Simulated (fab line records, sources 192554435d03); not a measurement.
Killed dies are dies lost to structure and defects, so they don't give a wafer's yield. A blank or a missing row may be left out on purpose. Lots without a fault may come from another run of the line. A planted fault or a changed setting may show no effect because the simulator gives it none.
fab line records | flow n5_finfet | part 1 of 2: steps 1 to 17 of 27
record lots=5 wafers=15 last_day=16
route steps=1938 shown BEOL_M6@1227
lots that met no fault: from a run of the same line without faults
start_h: hours from the record's first day to the start of the lot's first wafer shown | wait_h: hours since the lot's step before | " the same as in the row above | L1.1+2: a row that stands for several wafers | - no value, or no start given | * or withheld: withheld | < > ~ a bound
route shown NAME@n: a module of which the file shows steps, and the number in the route of the first | usual: mean/standard deviation of fault-free wafers | same: alike in all rows | chamber/n: place in a boat | sites: the reading at each site | _std_site: their standard deviation | _edge_site: outer sites' mean less inner sites' | radius_mm: how far each site lies from the wafer's centre | mask NAME#n: copy n | behind: the tool/chamber that last shaped the wafer | hold: why the lot was held/for how many hours/how that ended | device: the transistor (n, p or np) that didn't switch | end of line: the same wafers' tests at the end of the route | a step without rows: its recipe alone | killed: dies lost to structure and defects at the first sort, not the wafer's yield | map: a wafer's dies, x killed, . not, _ none there
set.NAME: the setting as run; set.NAME@STEP: as run at that earlier step | model.NAME: the simulator's own value behind a step, which no gauge read
lots at some steps of the route; a table a step, a row a wafer
services: from which hour (start_h, from the record's first day; less than 0 if before it) a tool's chamber was out of use, for how many hours, and why
## steps
# step N5_BEOL_M6_CD_MEAS_28
# recipe target_cd_nm=40 landing_energy_ev=500 detector=se_inlens
# usual cd_nm=39.94/0.24
# columns lot.wafer tool chamber start_h wait_h cd_nm
L074.4 cd_sem-02 0 182.84 - 39.87
L074.5 " 0 " " 39.87
L074.6 " 0 " " 40.12
L088.1 cd_sem-02 0 264.23 - 39.74
L088.3 " 0 " " 40.36
L088.5 " 0 " " 39.47
L089.1 cd_sem-01 0 264.62 - 39.71
L089.4 " 0 " " 39.76
L089.5 " 0 " " 40.05
L091.2 cd_sem-02 0 289.55 - 39.95
L091.3 " 0 " " 40.05
L091.6 " 0 " " 39.94
L094.1 cd_sem-01 0 302.63 - 39.90
L094.2 " 0 " " 39.60
L094.3 " 0 " " 40.23
# step N5_BEOL_M6_OVL_MEAS_29
# recipe points_per_wafer=522
# usual V5_OVL=-0.2/0.58
# columns lot.wafer tool chamber start_h wait_h V5_OVL[nm]
L074.4 overlay-01 0 182.89 0.0 0.1
L074.5 " 0 " " 0.8
L074.6 " 0 " " -0.1
L088.1 overlay-02 0 264.26 0.0 0.5
L088.3 " 0 " " 0.0
L088.5 " 0 " " -0.1
L089.1 overlay-02 0 264.65 0.0 -0.4
L089.4 " 0 " " -0.9
L089.5 " 0 " " 0.3
L091.2 overlay-02 0 289.59 0.0 -0.2
L091.3 " 0 " " -0.4
L091.6 " 0 " " -0.5
L094.1 overlay-01 0 302.66 0.0 -0.2
L094.2 " 0 " " -0.3
L094.3 " 0 " " -0.8
# step N5_BEOL_M6_INSPECT_30
# recipe mode=adi inspect_instrument=brightfield
# usual raw_defect_count=427/87
# columns lot.wafer tool chamber start_h wait_h raw_defect_count
L074.4 defect_inspect-02 - 182.93 0.0 424
L074.5 " - " " 249
L074.6 " - " " 306
L088.1 defect_inspect-02 - 264.32 0.1 491
L088.3 " - " " 406
L088.5 " - " " 711
L089.1 defect_inspect-02 - 264.71 0.1 498
L089.4 " - " " 429
L089.5 " - " " 482
L091.2 defect_inspect-01 - 289.64 0.0 500
L091.3 " - " " 409
L091.6 " - " " 261
L094.1 defect_inspect-02 - 302.71 0.1 324
L094.2 " - " " 281
L094.3 " - " " 343
# step N5_BEOL_M6_DESCUM_33
# recipe chemistry=O2 time_s=7 source_power_w=50 bias_power_w=20 pressure_mtorr=20 rf_frequency_hz=2.712e+07 temp_c=40 resist=CAR-EUV o2_flow_sccm=225
# usual drypump_motor_current_A=5.9/0.4 oes_product_au=0.82/0.09 rf_vpp_V=243.1/1.2 showerhead_plenum_p_Torr=2.10/0.051 throttle_valve_pct=20.5/0.34
# columns lot.wafer tool chamber start_h wait_h drypump_motor_current_A oes_product_au rf_hours_counter_h rf_vpp_V showerhead_plenum_p_Torr throttle_valve_pct
L074.4 rie_diel-01 3 182.96 0.0 5.6 0.81 128 243.4 2.12 20.9
L074.5 " 0 " " 5.9 0.72 - 240.8 2.00 20.9
L074.6 " 3 " " 5.6 0.81 - 243.5 2.12 20.9
L088.1 rie_diel-01 1 264.35 0.0 5.8 0.90 46 244.5 2.13 20.4
L088.3 " 2 " " 6.4 0.89 34 244.2 2.12 20.1
L088.5 " 2 " " 6.5 0.88 - 245.1 2.12 20.1
L089.1 rie_diel-01 3 264.81 0.1 5.6 0.77 156 242.2 2.11 20.9
L089.4 " 0 " " 5.9 0.70 245 240.9 1.99 21.0
L089.5 " 1 " " 5.8 0.90 - 243.5 2.13 20.4
L091.2 rie_diel-02 1 289.77 0.1 6.3 0.82 78 242.2 2.13 20.6
L091.3 " 0 " " 5.9 0.72 206 241.4 2.08 20.7
L091.6 " 0 " " 5.9 0.73 - 243.6 2.08 20.7
L094.1 rie_diel-02 3 302.86 0.1 5.6 0.96 6 244.4 2.13 20.1
L094.2 " 0 " " 5.9 0.72 210 243.8 2.08 20.8
L094.3 " 1 " " 6.3 0.81 82 242.7 2.13 20.6
# step N5_BEOL_M6_ETCH_72
# recipe chemistry=N2/H2 target=underlayer target_depth_a=65 mask_material=CAR-EUV time_s=5.2 ion_energy_ev=200 pressure_mtorr=30 source_w=840 bias_w=150 n2_flow_sccm=200 h2_flow_sccm=200 ends=cleared
# usual drypump_motor_current_A=5.9/0.39 etch_rf_on_time_s=5.21/0.14 oes_product_au=0.69/0.08 rf_vpp_V=523.8/2 showerhead_plenum_p_Torr=2.54/0.067 throttle_valve_pct=17.9/0.34
# columns lot.wafer tool chamber start_h wait_h drypump_motor_current_A etch_rf_on_time_s oes_product_au rf_hours_counter_h rf_vpp_V showerhead_plenum_p_Torr throttle_valve_pct
L074.4 rie_diel-01 3 183.00 0.0 5.6 5.09 0.68 128 526.2 2.57 18.3
L074.5 " 0 " " 5.9 5.54 0.59 - 519.2 2.40 18.2
L074.6 " 3 " " 5.6 5.14 0.69 - 524.4 2.57 18.3
L088.1 rie_diel-01 1 264.38 0.0 5.8 5.10 0.77 46 526.2 2.60 17.8
L088.3 " 2 " " 6.4 5.10 0.77 34 525.2 2.58 17.4
L088.5 " 2 " " 6.4 5.15 0.76 - 524.3 2.58 17.5
L089.1 rie_diel-01 3 264.85 0.0 5.6 5.07 0.66 156 525.0 2.55 18.4
L089.4 " 0 " " 5.9 5.49 0.58 245 518.5 2.39 18.2
L089.5 " 1 " " 5.8 5.19 0.76 - 523.8 2.60 17.8
L091.2 rie_diel-02 1 289.80 0.0 6.2 5.16 0.69 78 525.0 2.57 17.9
L091.3 " 0 " " 5.9 5.05 0.62 206 522.5 2.53 18.2
L091.6 " 0 " " 5.9 5.05 0.62 - 523.8 2.53 18.2
L094.1 rie_diel-02 3 302.89 0.0 5.6 5.03 0.84 6 527.3 2.59 17.4
L094.2 " 0 " " 5.9 5.14 0.60 210 525.0 2.53 18.2
L094.3 " 1 " " 6.3 5.21 0.68 82 524.7 2.57 17.9
# step N5_BEOL_M6_ETCH_65
# recipe chemistry=CF4 target=SiARC target_depth_a=156 mask_material=CAR-EUV time_s=26 ion_energy_ev=80 pressure_mtorr=40 source_w=545 bias_w=36 Ar_flow_sccm=100 cf4_flow_sccm=100 ends=cleared
# usual drypump_motor_current_A=5.9/0.39 etch_rf_on_time_s=26.0/0.68 oes_product_au=0.70/0.079 rf_vpp_V=184.0/1 showerhead_plenum_p_Torr=2.14/0.055 throttle_valve_pct=15.6/0.32
# columns lot.wafer tool chamber start_h wait_h drypump_motor_current_A etch_rf_on_time_s oes_product_au rf_hours_counter_h rf_vpp_V showerhead_plenum_p_Torr throttle_valve_pct
L074.4 rie_diel-01 3 183.01 0.0 5.6 25.1 0.69 128 183.2 2.16 15.9
L074.5 " 0 " " 5.9 27.1 0.60 - 182.7 2.04 16.0
L074.6 " 3 " " 5.6 25.2 0.68 - 183.2 2.16 16.0
L088.1 rie_diel-01 1 264.40 0.0 5.8 26.1 0.76 46 185.4 2.17 15.5
L088.3 " 2 " " 6.4 26.0 0.76 34 184.4 2.18 15.3
L088.5 " 2 " " 6.4 26.3 0.76 - 185.4 2.18 15.3
L089.1 rie_diel-01 3 264.87 0.0 5.6 25.2 0.67 156 184.2 2.15 16.0
L089.4 " 0 " " 5.9 27.5 0.57 245 182.3 2.03 16.0
L089.5 " 1 " " 5.8 25.8 0.76 - 183.9 2.17 15.4
L091.2 rie_diel-02 1 289.82 0.0 6.3 25.6 0.70 78 184.6 2.17 15.7
L091.3 " 0 " " 5.9 25.6 0.61 206 183.7 2.11 15.8
L091.6 " 0 " " 5.9 25.4 0.62 - 184.2 2.11 15.8
L094.1 rie_diel-02 3 302.91 0.0 5.6 25.6 0.83 6 185.3 2.19 15.3
L094.2 " 0 " " 5.9 25.7 0.60 210 184.2 2.11 15.8
L094.3 " 1 " " 6.3 25.8 0.68 82 183.1 2.17 15.7
# step N5_BEOL_M6_ETCH_66
# recipe chemistry=N2/H2 target=SOC target_depth_a=800 overetch_a=160 mask_material=SiARC temp_c=40 time_s=120 ion_energy_ev=200 pressure_mtorr=30 source_w=840 bias_w=150 n2_flow_sccm=200 h2_flow_sccm=200
# usual drypump_motor_current_A=5.9/0.4 oes_product_au=0.62/0.066 rf_vpp_V=523.9/2 showerhead_plenum_p_Torr=2.54/0.067 throttle_valve_pct=17.9/0.34
# columns lot.wafer tool chamber start_h wait_h drypump_motor_current_A oes_product_au rf_hours_counter_h rf_vpp_V showerhead_plenum_p_Torr throttle_valve_pct
L074.4 rie_diel-01 3 183.04 0.0 5.6 0.61 128 523.9 2.57 18.3
L074.5 " 0 " " 5.9 0.55 - 520.2 2.40 18.2
L074.6 " 3 " " 5.6 0.61 - 521.9 2.57 18.3
L088.1 rie_diel-01 1 264.43 0.0 5.8 0.66 46 525.8 2.60 17.8
L088.3 " 2 " " 6.5 0.69 34 526.2 2.58 17.4
L088.5 " 2 " " 6.5 0.68 - 525.4 2.58 17.4
L089.1 rie_diel-01 3 264.89 0.0 5.6 0.58 156 524.0 2.55 18.3
L089.4 " 0 " " 5.9 0.53 245 519.0 2.39 18.2
L089.5 " 1 " " 5.8 0.68 - 525.4 2.60 17.8
L091.2 rie_diel-02 1 289.84 0.0 6.3 0.62 78 524.6 2.57 17.9
L091.3 " 0 " " 5.9 0.55 206 524.9 2.53 18.2
L091.6 " 0 " " 5.9 0.55 - 522.5 2.53 18.2
L094.1 rie_diel-02 3 302.94 0.0 5.6 0.74 6 527.3 2.59 17.4
L094.2 " 0 " " 5.9 0.54 210 521.4 2.53 18.2
L094.3 " 1 " " 6.3 0.62 82 524.8 2.57 17.9
# step N5_BEOL_M6_STRIP_69
# recipe chemistry=N2/H2 temp_c=40 n2_flow_sccm=200 h2_flow_sccm=200 rf_frequency_hz=6e+07
# columns lot.wafer tool chamber start_h wait_h
L074.4+5+6 rie_diel-01 3,0,3 183.12 0.0
L088.1+3+5 rie_diel-01 1,2,2 264.51 0.0
L089.1+4+5 rie_diel-01 3,0,1 264.97 0.0
L091.2+3+6 rie_diel-02 1,0,0 289.93 0.0
L094.1+2+3 rie_diel-02 3,0,1 303.02 0.0
# step N5_BEOL_M6_STRIP_73
# recipe chemistry=N2/H2 temp_c=40 n2_flow_sccm=200 h2_flow_sccm=200 rf_frequency_hz=6e+07
# columns lot.wafer tool chamber start_h wait_h
L074.4+5+6 rie_diel-01 3,0,3 183.13 0.0
L088.1+3+5 rie_diel-01 1,2,2 264.52 0.0
L089.1+4+5 rie_diel-01 3,0,1 264.98 0.0
L091.2+3+6 rie_diel-02 1,0,0 289.94 0.0
L094.1+2+3 rie_diel-02 3,0,1 303.03 0.0
# step N5_BEOL_M6_VIA_ETCH_34
# recipe chemistry=C4F6/O2 target=SiCOH_lowk target_depth_a=1263 mask_material=SOC taper_deg=4 time_s=50.9 ion_energy_ev=250 pressure_mtorr=30 source_w=345 bias_w=185 Ar_flow_sccm=300 C4F6_flow_sccm=10 O2_flow_sccm=10
# usual drypump_motor_current_A=5.9/0.4 oes_product_au=0.81/0.092 rf_vpp_V=667/11 showerhead_plenum_p_Torr=2.85/0.076 throttle_valve_pct=20.93/0.29
# columns lot.wafer tool chamber start_h wait_h drypump_motor_current_A oes_product_au rf_hours_counter_h rf_vpp_V showerhead_plenum_p_Torr throttle_valve_pct
L074.4 rie_diel-01 3 183.14 0.0 5.6 0.81 128 678 2.88 21.32
L074.5 " 0 " " 5.9 0.70 - 661 2.69 21.19
L074.6 " 3 " " 5.6 0.81 - 679 2.88 21.33
L088.1 rie_diel-01 1 264.53 0.0 5.7 0.90 46 669 2.90 20.84
L088.3 " 2 " " 6.5 0.89 34 684 2.90 20.68
L088.5 " 2 " " 6.5 0.89 - 687 2.90 20.69
L089.1 rie_diel-01 3 264.99 0.0 5.6 0.77 156 678 2.86 21.36
L089.4 " 0 " " 5.9 0.68 245 660 2.68 21.21
L089.5 " 1 " " 5.8 0.89 - 668 2.90 20.84
L091.2 rie_diel-02 1 289.95 0.0 6.2 0.81 78 654 2.89 21.08
L091.3 " 0 " " 5.9 0.72 206 659 2.81 21.07
L091.6 " 0 " " 5.9 0.71 - 659 2.81 21.07
L094.1 rie_diel-02 3 303.04 0.0 5.6 0.97 6 680 2.92 20.68
L094.2 " 0 " " 5.9 0.71 210 659 2.81 21.08
L094.3 " 1 " " 6.3 0.80 82 656 2.89 21.09
# step N5_BEOL_M6_STRIP_76
# recipe chemistry=C4F6/O2 resist=SiARC rf_frequency_hz=6e+07
# columns lot.wafer tool chamber start_h wait_h
L074.4+5+6 rie_diel-01 3,0,3 183.18 0.0
L088.1+3+5 rie_diel-01 1,2,2 264.57 0.0
L089.1+4+5 rie_diel-01 3,0,1 265.04 0.0
L091.2+3+6 rie_diel-02 1,0,0 289.99 0.0
L094.1+2+3 rie_diel-02 3,0,1 303.08 0.0
# step N5_BEOL_M6_STRIP_36
# recipe chemistry=N2/H2 power_w=450 temp_c=40 pressure_mtorr=20 rf_frequency_hz=6e+07 overash_fraction=0.3 bias_power_w=7 h2_frac=0.5 n2_flow_sccm=200 h2_flow_sccm=200
# usual drypump_motor_current_A=5.9/0.39 oes_product_au=0.82/0.091 rf_vpp_V=59.2/1.4 showerhead_plenum_p_Torr=2.54/0.067 throttle_valve_pct=23.7/0.4
# columns lot.wafer tool chamber start_h wait_h drypump_motor_current_A oes_product_au rf_hours_counter_h rf_vpp_V showerhead_plenum_p_Torr throttle_valve_pct
L074.4 rie_diel-01 3 183.19 0.0 5.6 0.81 128 59.7 2.56 24.2
L074.5 " 0 " " 5.9 0.72 - 60.4 2.40 23.9
L074.6 " 3 " " 5.7 0.79 - 58.9 2.56 24.3
L088.1 rie_diel-01 1 264.58 0.0 5.8 0.90 46 59.8 2.60 23.8
L088.3 " 2 " " 6.5 0.90 34 60.2 2.57 23.1
L088.5 " 2 " " 6.4 0.89 - 60.4 2.57 23.1
L089.1 rie_diel-01 3 265.05 0.0 5.6 0.77 156 56.3 2.55 24.3
L089.4 " 0 " " 5.9 0.70 245 60.4 2.39 24.0
L089.5 " 1 " " 5.8 0.91 - 59.5 2.60 23.8
L091.2 rie_diel-02 1 290.00 0.0 6.3 0.81 78 59.5 2.56 23.7
L091.3 " 0 " " 5.9 0.73 206 59.2 2.53 24.1
L091.6 " 0 " " 5.8 0.73 - 61.0 2.53 24.1
L094.1 rie_diel-02 3 303.09 0.0 5.7 0.98 6 58.8 2.58 23.2
L094.2 " 0 " " 5.9 0.71 210 57.1 2.53 24.1
L094.3 " 1 " " 6.3 0.81 82 58.7 2.56 23.7
# step N5_BEOL_M6_TRENCH_ETCH_37
# recipe chemistry=C4F6/O2 target_depth_a=944.35 target=SiCOH_lowk time_s=31.5 ion_energy_ev=250 pressure_mtorr=30 source_w=345 bias_w=185 Ar_flow_sccm=300 C4F6_flow_sccm=10 O2_flow_sccm=10
# usual drypump_motor_current_A=5.9/0.4 oes_product_au=0.81/0.092 rf_vpp_V=667/11 showerhead_plenum_p_Torr=2.85/0.076 throttle_valve_pct=20.96/0.29
# columns lot.wafer tool chamber start_h wait_h drypump_motor_current_A oes_product_au rf_hours_counter_h rf_vpp_V showerhead_plenum_p_Torr throttle_valve_pct
L074.4 rie_diel-01 3 - - 5.6 0.80 128 679 2.88 21.33
L074.5 " 0 " " 6.0 0.71 - 660 2.69 21.21
L074.6 " 3 " " 5.6 0.80 - 678 2.88 21.36
L088.1 rie_diel-01 1 - - 5.8 0.89 46 669 2.90 20.85
L088.3 " 2 " " 6.5 0.90 34 683 2.90 20.72
L088.5 " 2 " " 6.5 0.90 - 684 2.90 20.72
L089.1 rie_diel-01 3 - - 5.6 0.77 156 678 2.86 21.37
L089.4 " 0 " " 6.0 0.68 245 660 2.68 21.24
L089.5 " 1 " " 5.8 0.88 - 669 2.90 20.86
L091.2 rie_diel-02 1 - - 6.3 0.80 78 657 2.89 21.14
L091.3 " 0 " " 5.9 0.72 206 659 2.81 21.10
L091.6 " 0 " " 5.9 0.72 - 658 2.81 21.11
L094.1 rie_diel-02 3 - - 5.7 0.97 6 680 2.92 20.71
L094.2 " 0 " " 5.9 0.71 210 658 2.81 21.12
L094.3 " 1 " " 6.2 0.80 82 656 2.89 21.12
# step N5_BEOL_M6_ETCH_41
# recipe chemistry=CH3F/O2 target=SiCN target_depth_a=297 taper_deg=2 time_s=52 ion_energy_ev=120 mask_material=TiN pressure_mtorr=30 source_w=395 bias_w=75 Ar_flow_sccm=150 CH3F_flow_sccm=30 O2_flow_sccm=20
# usual drypump_motor_current_A=5.9/0.4 oes_product_au=0.81/0.092 rf_vpp_V=297.3/1.3 showerhead_plenum_p_Torr=2.00/0.055 throttle_valve_pct=16.3/0.3
# columns lot.wafer tool chamber start_h wait_h drypump_motor_current_A oes_product_au rf_hours_counter_h rf_vpp_V showerhead_plenum_p_Torr throttle_valve_pct
L074.4 rie_diel-01 3 - - 5.6 0.80 128 297.0 2.02 16.7
L074.5 " 0 " " 6.0 0.70 - 294.3 1.89 16.7
L074.6 " 3 " " 5.6 0.80 - 297.1 2.02 16.7
L088.1 rie_diel-01 1 - - 5.8 0.90 46 297.5 2.04 16.2
L088.3 " 2 " " 6.4 0.89 34 299.3 2.04 16.1
L088.5 " 2 " " 6.4 0.89 - 297.9 2.04 16.1
L089.1 rie_diel-01 3 - - 5.6 0.78 157 297.9 2.01 16.7
L089.4 " 0 " " 5.9 0.68 245 294.8 1.88 16.7
L089.5 " 1 " " 5.8 0.89 - 298.4 2.04 16.2
L091.2 rie_diel-02 1 - - 6.3 0.81 78 296.8 2.04 16.5
L091.3 " 0 " " 5.8 0.72 206 297.4 1.98 16.5
L091.6 " 0 " " 5.8 0.71 - 296.7 1.98 16.6
L094.1 rie_diel-02 3 - - 5.6 0.97 6 298.3 2.05 16.1
L094.2 " 0 " " 5.9 0.71 210 297.6 1.97 16.6
L094.3 " 1 " " 6.2 0.80 82 298.2 2.03 16.5
# step N5_BEOL_M6_STRIP_80
# recipe chemistry=N2/H2 time_s=10 power_w=450 temp_c=40 pressure_mtorr=20 rf_frequency_hz=6e+07 bias_power_w=7 n2_flow_sccm=200 h2_flow_sccm=200
# usual drypump_motor_current_A=5.9/0.4 oes_product_au=0.82/0.09 rf_vpp_V=59.2/0.88 showerhead_plenum_p_Torr=2.54/0.067 throttle_valve_pct=23.7/0.39
# columns lot.wafer tool chamber start_h wait_h drypump_motor_current_A oes_product_au rf_hours_counter_h rf_vpp_V showerhead_plenum_p_Torr throttle_valve_pct
L074.4 rie_diel-01 3 - - 5.6 0.80 128 58.4 2.56 24.2
L074.5 " 0 " " 5.9 0.72 - 58.2 2.40 24.0
L074.6 " 3 " " 5.6 0.80 - 60.2 2.56 24.2
L088.1 rie_diel-01 1 - - 5.8 0.90 46 59.4 2.60 23.8
L088.3 " 2 " " 6.5 0.90 34 59.9 2.57 23.1
L088.5 " 2 " " 6.5 0.89 - 59.1 2.58 23.1
L089.1 rie_diel-01 3 - - 5.6 0.77 157 57.6 2.55 24.3
L089.4 " 0 " " 5.9 0.70 245 58.7 2.39 24.0
L089.5 " 1 " " 5.8 0.90 - 58.8 2.60 23.8
L091.2 rie_diel-02 1 - - 6.3 0.82 78 58.0 2.56 23.6
L091.3 " 0 " " 5.9 0.73 206 58.3 2.53 24.1
L091.6 " 0 " " 5.9 0.73 - 60.2 2.53 24.1
L094.1 rie_diel-02 3 - - 5.6 0.96 6 59.1 2.58 23.1
L094.2 " 0 " " 5.9 0.72 210 59.5 2.53 24.1
L094.3 " 1 " " 6.3 0.81 82 59.7 2.56 23.7
# step N5_BEOL_M6_OCD_MEAS_38
# usual trench_depth_nm=94.1/2.3
# columns lot.wafer tool chamber start_h wait_h trench_depth_nm
L074.4 ocd-02 - 183.39 - 96.7
L074.5 " - " " 91.4
L074.6 " - " " 96.4
L088.1 ocd-02 - 264.78 - 96.2
L088.3 " - " " 96.3
L088.5 " - " " 95.6
L089.1 ocd-01 - 265.25 - 96.2
L089.4 " - " " 89.2
L089.5 " - " " 95.5
L091.2 ocd-02 - 290.19 - 95.5
L091.3 " - " " 95.9
L091.6 " - " " 95.3
L094.1 ocd-02 - 303.29 - 95.5
L094.2 " - " " 94.1
L094.3 " - " " 93.9
# step N5_BEOL_M6_HM_STRIP_39
# recipe chemistry=peroxide_tin_strip material=TiN target_depth_a=250 temp_c=50 time_s=158
# usual bath_heat_duty_pct=7.5/1
# columns lot.wafer tool chamber start_h wait_h bath_heat_duty_pct
L074.4 wet_bench-02 3 183.42 0.0 7.5
L074.5 " 5 " " 6.8
L074.6 " 4 " " 7.3
L088.1 wet_bench-02 3 264.81 0.0 7.3
L088.3 " 2 " " 8.7
L088.5 " 5 " " 8.1
L089.1 wet_bench-06 6 265.28 0.0 8.2
L089.4 " 5 " " 8.7
L089.5 " 3 " " 6.3
L091.2 wet_bench-02 7 290.24 0.0 6.2
L091.3 " 6 " " 7.4
L091.6 " 1 " " 6.8
L094.1 wet_bench-03 0 303.32 0.0 8.3
L094.2 " 5 " " 10.1
L094.3 " 6 " " 5.9
